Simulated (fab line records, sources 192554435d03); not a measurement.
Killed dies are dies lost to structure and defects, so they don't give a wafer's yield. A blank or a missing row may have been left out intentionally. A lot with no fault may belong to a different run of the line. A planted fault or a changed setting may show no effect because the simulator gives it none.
What tool caused it? + flow n5 finfet + 11 lots with 33 wafers sampled at 3 steps, on a route of 1938 steps

WHAT THE GAUGES READ, wafer by wafer
N5_BEOL_M7_OVL_MEAS_12.
| lot  | measured     | on         | M7_OVL (nm)    |
|------|--------------|------------|----------------|
| L075 | day 9 16:41  | overlay-01 | -0.5 0.1 -0.5  |
| L077 | day 10 03:50 | overlay-02 | -0.6 0.3 -0.8  |
| L080 | day 10 21:25 | overlay-02 | 0.2 0.9 1.3    |
| L083 | day 11 10:59 | overlay-01 | 0.8 -0.7 0.9   |
| L084 | day 12 04:58 | overlay-02 | 0.3 1.3 1.0    |
| L087 | day 12 18:26 | overlay-02 | 0.3 0.8 -0.4   |
| L089 | day 13 02:08 | overlay-01 | 0.0 0.1 0.0    |
| L091 | day 13 22:17 | overlay-02 | -0.3 -0.2 0.4  |
| L092 | day 14 06:58 | overlay-01 | 1.7 0.7 0.5    |
| L094 | day 15 02:01 | overlay-02 | -0.3 -0.3 -0.2 |
| L096 | day 15 11:59 | overlay-02 | 0.2 0.8 -0.3   |

WHAT TOOL EACH LOT RAN ON (gives the tool, then ch and the chambers of the sampled wafers, and finally the start)
| lot  | N5_BEOL_M6_STRIP_36                | N5_BEOL_M6_ANNEAL_51             |
|------|------------------------------------|----------------------------------|
| L075 | rie diel-02 ch 0,1, day 9 09:04    | rtp anneal-02 ch 0, day 9 11:43  |
| L077 | rie diel-04 ch 2,3, day 9 23:22    | rtp anneal-02 ch 0, day 10 01:23 |
| L080 | rie diel-02 ch 0,1,2, day 10 14:51 | rtp anneal-01 ch 0, day 10 18:20 |
| L083 | rie diel-02 ch 1,2,3, day 11 06:26 | rtp anneal-01 ch 0, day 11 08:16 |
| L084 | rie diel-04 ch 0,2,3, day 11 23:11 | rtp anneal-01 ch 0, day 12 02:09 |
| L087 | rie diel-02 ch 2,3, day 12 14:38   | rtp anneal-02 ch 0, day 12 16:32 |
| L089 | rie diel-01 ch 2,3, day 12 20:52   | rtp anneal-01 ch 0, day 12 23:39 |
| L091 | rie diel-01 ch 1,2,3, day 13 15:35 | rtp anneal-01 ch 0, day 13 18:41 |
| L092 | rie diel-04 ch 0,2,3, day 13 23:15 | rtp anneal-02 ch 0, day 14 02:44 |
| L094 | rie diel-04 ch 1,2, day 14 18:16   | rtp anneal-02 ch 0, day 14 21:31 |
| L096 | rie diel-02 ch 2,3, day 15 05:20   | rtp anneal-02 ch 0, day 15 08:56 |
- N5_BEOL_M6_STRIP_36: strips in N2/H2.
- N5_BEOL_M6_ANNEAL_51: time 90 s.

THE ANSWER, worked out from the rows above alone
Rule: the usual values come from the lots themselves. The widest of any qualifying gaps counts: lots, ordered by their means at a reading, are off when they make up no more than a third of the lots, leave a main group of 4 or more, and stand apart from it by 3 or more times the standard deviation of that group's means. A main group whose means are all the same, to the digits that the tables above print for the reading, isn't used. A lot without any number at a reading at which 4 lots or more have one is off too. Where the step has rows for the other lots, those lots are counted as sound.
None of the lots is off at any reading shown; this tells nothing.

WHAT THE SIMULATOR HAD INSERTED
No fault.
